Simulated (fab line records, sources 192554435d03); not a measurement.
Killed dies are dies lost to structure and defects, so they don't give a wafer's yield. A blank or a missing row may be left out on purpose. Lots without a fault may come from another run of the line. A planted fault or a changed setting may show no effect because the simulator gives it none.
Chamber matching | flow n5_finfet | N5_BEOL_M9_ETCH_66 on rie_diel-03: 4 sister chambers
The step etches SOC in N2/H2, target depth 80 nm, overetch 16 nm, time 120 s. 18 wafers are shown with their chamber, then 9 later ones without.

WAFERS WITH THEIR CHAMBER
wafer  | chamber | drypump_motor_current_A (A) | throttle_valve_pct (%) | showerhead_plenum_p_Torr (Torr)
L074.2 | 0       | 5.9                         | 18.07                  | 2.55
L074.3 | 1       | 6.1                         | 17.85                  | 2.51
L074.4 | 3       | 5.4                         | 17.90                  | 2.61
L076.2 | 1       | 6.1                         | 17.86                  | 2.51
L076.5 | 2       | 5.0                         | 17.56                  | 2.42
L076.6 | 1       | 6.1                         | 17.85                  | 2.51
L077.2 | 0       | 5.9                         | 18.06                  | 2.54
L077.5 | 3       | 5.4                         | 17.91                  | 2.61
L077.6 | 0       | 5.9                         | 18.07                  | 2.54
L080.1 | 2       | 5.1                         | 17.57                  | 2.41
L080.4 | 1       | 6.1                         | 17.87                  | 2.50
L080.5 | 2       | 5.1                         | 17.55                  | 2.41
L081.2 | 3       | 5.4                         | 17.93                  | 2.60
L081.4 | 1       | 6.1                         | 17.88                  | 2.50
L081.6 | 0       | 5.9                         | 18.09                  | 2.54
L085.2 | 0       | 5.9                         | 18.10                  | 2.54
L085.3 | 1       | 6.1                         | 17.88                  | 2.50
L085.6 | 0       | 5.9                         | 18.09                  | 2.54

SIGNATURES (means of the wafers above)
reading                  | chamber 0 | chamber 1 | chamber 2 | chamber 3 | scatter within a chamber
drypump_motor_current_A  | 5.900     | 6.100     | 5.067     | 5.400     | 0.0218
throttle_valve_pct       | 18.0800   | 17.8650   | 17.5600   | 17.9133   | 0.0142
showerhead_plenum_p_Torr | 2.5417    | 2.5050    | 2.4133    | 2.6067    | 0.00512
Rule: a wafer's distance from a chamber is the root of the sum, over the readings, of the square of ((its reading less the chamber's mean) divided by the reading's scatter). The wafer belongs to the nearest chamber; if the next one is less than 2 further off, it can't be placed. The scatter: the root of (the sum of the squares of (reading less its chamber's mean) over the shown wafers, divided by (wafers less chambers)).

WAFERS WITHOUT THEIR CHAMBER
wafer  | drypump_motor_current_A (A) | throttle_valve_pct (%) | showerhead_plenum_p_Torr (Torr)
L088.1 | 5.1                         | 17.61                  | 2.40
L088.2 | 6.1                         | 17.90                  | 2.49
L088.4 | 5.4                         | 17.46                  | 2.60
L090.1 | 6.1                         | 17.90                  | 2.49
L090.4 | 5.9                         | 18.12                  | 2.53
L090.6 | 5.4                         | 17.45                  | 2.60
L089.1 | 6.1                         | 17.91                  | 2.49
L089.4 | 5.4                         | 17.47                  | 2.60
L089.6 | 5.1                         | 17.61                  | 2.40

WHICH CHAMBER EACH WENT THROUGH
wafer  | from the rows above | in truth
L088.1 | 2                   | 2
L088.2 | 1                   | 1
L088.4 | 3                   | 3
L090.1 | 1                   | 1
L090.4 | 0                   | 0
L090.6 | 3                   | 3
L089.1 | 1                   | 1
L089.4 | 3                   | 3
L089.6 | 2                   | 2
Placed correctly: 9 of 9. Can't be placed from these rows: 0. Placed wrongly: 0.
